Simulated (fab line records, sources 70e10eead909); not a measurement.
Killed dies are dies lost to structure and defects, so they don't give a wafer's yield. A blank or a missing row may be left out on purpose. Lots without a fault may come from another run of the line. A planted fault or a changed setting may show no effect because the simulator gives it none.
Chamber matching | flow nand_harc | NHARC_A_CHANNEL_FILL_D2_STRIP_28 on rie_diel-09: 3 sister chambers
The step strips in O2, time 20 s. 14 wafers are shown with their chamber, then 7 later ones without.

WAFERS WITH THEIR CHAMBER
wafer  | chamber | drypump_motor_current_A (A) | oes_product_au (a.u.) | throttle_valve_pct (%)
L639.2 | 3       | 6.2                         | 0.997                 | 17.042
L639.3 | 0       | 5.3                         | 1.012                 | 17.042
L639.4 | 1       | 5.2                         | 0.993                 | 17.046
L641.2 | 1       | 5.2                         | 0.995                 | 17.046
L641.3 | 3       | 6.2                         | 0.996                 | 17.050
L641.4 | 0       | 5.3                         | 1.017                 | 17.033
L643.1 | 1       | 5.2                         | 0.989                 | 17.054
L643.2 | 0       | 5.3                         | 1.008                 | 17.033
L643.5 | 3       | 6.2                         | 0.983                 | 17.021
L656.2 | 3       | 6.1                         | 1.011                 | 17.045
L656.3 | 1       | 5.3                         | 1.002                 | 17.038
L656.5 | 3       | 6.1                         | 1.007                 | 17.045
L657.1 | 1       | 5.2                         | 1.007                 | 17.046
L657.3 | 0       | 5.3                         | 1.002                 | 17.039

SIGNATURES (means of the wafers above)
reading                 | chamber 0 | chamber 1 | chamber 3 | scatter within a chamber
drypump_motor_current_A | 5.300     | 5.220     | 6.160     | 0.0426
oes_product_au          | 1.00975   | 0.99720   | 0.99880   | 0.00856
throttle_valve_pct      | 17.03675  | 17.04600  | 17.04060  | 0.00799
Rule: a wafer's distance from a chamber is the root of the sum, over the readings, of the square of ((its reading less the chamber's mean) divided by the reading's scatter). The wafer belongs to the nearest chamber; if the next one is less than 2 further off, it can't be placed. The scatter: the root of (the sum of the squares of (reading less its chamber's mean) over the shown wafers, divided by (wafers less chambers)).

WAFERS WITHOUT THEIR CHAMBER
wafer  | drypump_motor_current_A (A) | oes_product_au (a.u.) | throttle_valve_pct (%)
L657.4 | 6.2                         | 1.022                 | 17.036
L659.1 | 5.3                         | 0.999                 | 17.045
L659.3 | 5.2                         | 1.008                 | 17.030
L659.5 | 5.2                         | 1.008                 | 17.041
L660.2 | 6.2                         | 1.021                 | 17.045
L660.3 | 5.3                         | 1.003                 | 17.043
L660.4 | 6.2                         | 1.015                 | 17.017

WHICH CHAMBER EACH WENT THROUGH
wafer  | from the rows above     | in truth
L657.4 | 3                       | 3
L659.1 | can't be placed: 0 or 1 | 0
L659.3 | can't be placed: 1 or 0 | 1
L659.5 | can't be placed: 1 or 0 | 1
L660.2 | 3                       | 3
L660.3 | can't be placed: 0 or 1 | 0
L660.4 | 3                       | 3
Placed correctly: 3 of 7. Can't be placed from these rows: 4 (the true chamber is among the candidates in 4). Placed wrongly: 0.
